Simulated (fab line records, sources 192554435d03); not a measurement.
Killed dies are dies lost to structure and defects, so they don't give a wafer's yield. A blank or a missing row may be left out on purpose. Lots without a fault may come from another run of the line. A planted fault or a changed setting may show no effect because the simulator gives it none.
A struck lot beside a sound one | flow n5_finfet | 41 steps out of a route of 1938
Sound: wafers L618.2, L618.3, L618.5. Struck: wafers L607.2, L607.3, L607.4. The cause comes at the end.
At each step with rows: each side's tool, then ch and its chambers, then its first start. Under that, the readings that differ: sound wafers | struck wafers | difference of the means | sigmas: that difference in standard deviations of wafers without a fault.
alike: readings whose means differ by less than 2 such deviations, and words and numbers that are the same on both sides. not compared: withheld readings, readings that some wafer has no value for, bounds like >300 that may hide the same value, and numbers for which the record gives no deviation and whose values overlap.
The two part at a step that has a row with sigmas, a row that says differs or no value, or rows on one side only. Numbers that don't overlap but have no deviation are shown without sigmas and don't part them. A reading that every wafer of one side lacks parts them only if that side has two wafers or more.

first, 9 steps without rows for these wafers: N5_BEOL_M4_ANNEAL_95 (time 240 s); N5_BEOL_M4_SPUTTER_96 (material Cu, target thk 4.5 nm, time 8.29 s); N5_BEOL_M4_ECD_50 (material Cu, target thk 300 nm); N5_BEOL_M4_ANNEAL_51 (time 90 s); N5_BEOL_M4_CMP_52 (polishes, stops on SiOC, t overpolish 6.8 s, target thk 40 nm); N5_BEOL_M4_PRE_CLEAN_60 (time 15 s); N5_BEOL_M4_CO_CAP_55 (material Co, precursor CCTBA/H2, target thk 2 nm, time 102.1 s); N5_BEOL_M4_PRE_CLEAN_56 (time 15 s); N5_BEOL_M4_DEP_57 (deposits SiCN from 3MS/NH3, target thk 8 nm, time 14 s).
N5_BEOL_M4_RC_MEAS_101:
  sound on prober-02 ch 0, day 14 04:06; struck on prober-02 ch 0, day 11 12:54
  alike: DIBL_N, DIBL_P, IOFF_N, IOFF_P, ION_N, ION_P, SS_N, SS_P, VT_N, VT_P
then, 24 steps without rows for these wafers: N5_BEOL_M5_ILD_DEP_00 (deposits SiCOH lowk from DEMS/porogen, target thk 140.64 nm, time 25.9 s); N5_BEOL_M5_CURE_79 (cures SiCOH lowk, time 240 s); N5_BEOL_M5_PECVD_70 (deposits SiO2 from TEOS/O2, target thk 16 nm, time 18 s); N5_BEOL_M5_HM_DEP_02 (deposits TiN, target thk 20 nm); N5_BEOL_M5_COAT_59 (time 60 s, resist thk 60 nm); N5_BEOL_M5_COAT_60 (time 60 s, resist thk 12 nm); N5_BEOL_M5_COAT_71 (time 60 s, resist thk 5 nm); N5_BEOL_M5_COAT_05 (resist thk 30 nm); N5_BEOL_M5_EBR_07; N5_BEOL_M5_SOFTBAKE_06 (time 60 s); N5_BEOL_M5_EXPOSE_08 (exposes mask M5, target cd 28 nm); N5_BEOL_M5_PEB_09 (peb time 60 s); N5_BEOL_M5_DEVELOP_10 (develop time 30 s); N5_BEOL_M5_DESCUM_16 (chemistry O2, time 7 s); N5_BEOL_M5_ETCH_72 (etches underlayer in N2/H2, target depth 6.5 nm, time 5.2 s); N5_BEOL_M5_ETCH_61 (etches SiARC in CF4, target depth 15.6 nm, time 26 s); N5_BEOL_M5_ETCH_62 (etches SOC in N2/H2, target depth 75 nm, overetch 15 nm, time 112.5 s); N5_BEOL_M5_STRIP_63 (strips in N2/H2); N5_BEOL_M5_STRIP_73 (strips in N2/H2); N5_BEOL_M5_STRIP_64 (strips in CF4); N5_BEOL_M5_HM_OPEN_17 (chemistry Cl2/BCl3, target TiN, target depth 20 nm, overetch 6 nm); N5_BEOL_M5_STRIP_19 (strips in O2); N5_BEOL_M5_COAT_65 (time 60 s, resist thk 60 nm); N5_BEOL_M5_COAT_66 (time 60 s, resist thk 12 nm).
-- the record jumps here: 2 days lie between the struck wafers' starts before and after (it left off in module BEOL_M5 and takes up again in module BEOL_M10, whose first step shown is number 1490 of the route) --
N5_BEOL_M10_STRIP_67: strips in CF4.
  sound on rie_diel-06 ch 0,1,2, day 16 13:44; struck on rie_diel-05 ch 1,2,3, day 13 16:47
  no value came back on the struck wafers for any of 7 readings (bias_power_w (W), cf4_flow_sccm (sccm) and others); on the sound wafers bias_power_w (W) reads 75.26 75.03 75.08
  reading                                     | sound | struck         | difference | sigmas
  model.SiARC_of_BEOL_M10_COAT_60.thk_nm (nm) | 0 0 0 | 23.4 23.4 23.4 | +23.4      |
  not compared: rf_hours_counter_h
N5_BEOL_M10_STRIP_19: strips in O2.
  sound on rie_diel-02 ch 1,2, day 16 13:55; struck on rie_diel-02 ch 1,2,3, day 13 17:15
  reading                                   | sound | struck   | difference | sigmas
  model.SOC_of_BEOL_M10_COAT_59.thk_nm (nm) | 0 0 0 | 92 92 92 | +92        |
  alike: chamber_pressure_mTorr, drypump_motor_current_A, oes_product_au, rf_vpp_V, showerhead_plenum_p_Torr, temp_c, throttle_valve_pct
  not compared: rf_hours_counter_h
N5_BEOL_M10_ETCH_66: etches SOC in N2/H2, target depth 120 nm, overetch 24 nm, time 180 s.
  sound on rie_diel-05 ch 2,3, day 16 18:14; struck on rie_diel-06 ch 0,1,2, day 13 21:19
  reading                  | sound             | struck          | difference | sigmas
  model.etch.depth_nm (nm) | 100.1 100.1 100.2 | 145 141.6 145.9 | +44        |
  alike: drypump_motor_current_A, oes_product_au, rf_vpp_V, showerhead_plenum_p_Torr, temp_c, throttle_valve_pct
  not compared: rf_hours_counter_h
N5_BEOL_M10_VIA_ETCH_34: etches SiCOH lowk in C4F6/O2, target depth 184.5 nm, time 69.2 s.
  sound on rie_diel-05 ch 2,3, day 16 18:22; struck on rie_diel-06 ch 0,1,2, day 13 21:26
  reading               | sound          | struck         | difference | sigmas
  oes_product_au (a.u.) | 0.79 0.88 0.89 | 0.30 0.26 0.31 | -0.56      | -6
  alike: drypump_motor_current_A, oes_ar_750_au, rf_vpp_V, showerhead_plenum_p_Torr, throttle_valve_pct
  not compared: rf_hours_counter_h
N5_BEOL_M10_ETCH_41: etches SiCN in CH3F/O2, target depth 42.6 nm, time 86 s.
  sound on rie_diel-05 ch 2,3; struck on rie_diel-06 ch 0,1,2
  reading                                     | sound | struck       | difference | sigmas
  model.SiARC_of_BEOL_M10_COAT_60.thk_nm (nm) | 0 0 0 | 11.2 11 11.2 | +11.1      |
  alike: drypump_motor_current_A, oes_product_au, rf_vpp_V, showerhead_plenum_p_Torr, throttle_valve_pct
  not compared: rf_hours_counter_h
N5_BEOL_M10_OCD_MEAS_38:
  sound on ocd-01, day 16 18:39; struck on ocd-02, day 13 21:43
  reading              | sound             | struck | difference                    | sigmas
  trench_depth_nm (nm) | 153.1 148.9 149.0 | - - -  | no value on the struck wafers |
N5_PASSIVATION_PROBE_49:
  the record has rows for the struck wafers here (prober-02, day 15 17:25) and none for the sound ones

WHERE THEY PART
First at N5_BEOL_M10_STRIP_67; last, within this record, at N5_PASSIVATION_PROBE_49.

WHY: what the simulator had put in
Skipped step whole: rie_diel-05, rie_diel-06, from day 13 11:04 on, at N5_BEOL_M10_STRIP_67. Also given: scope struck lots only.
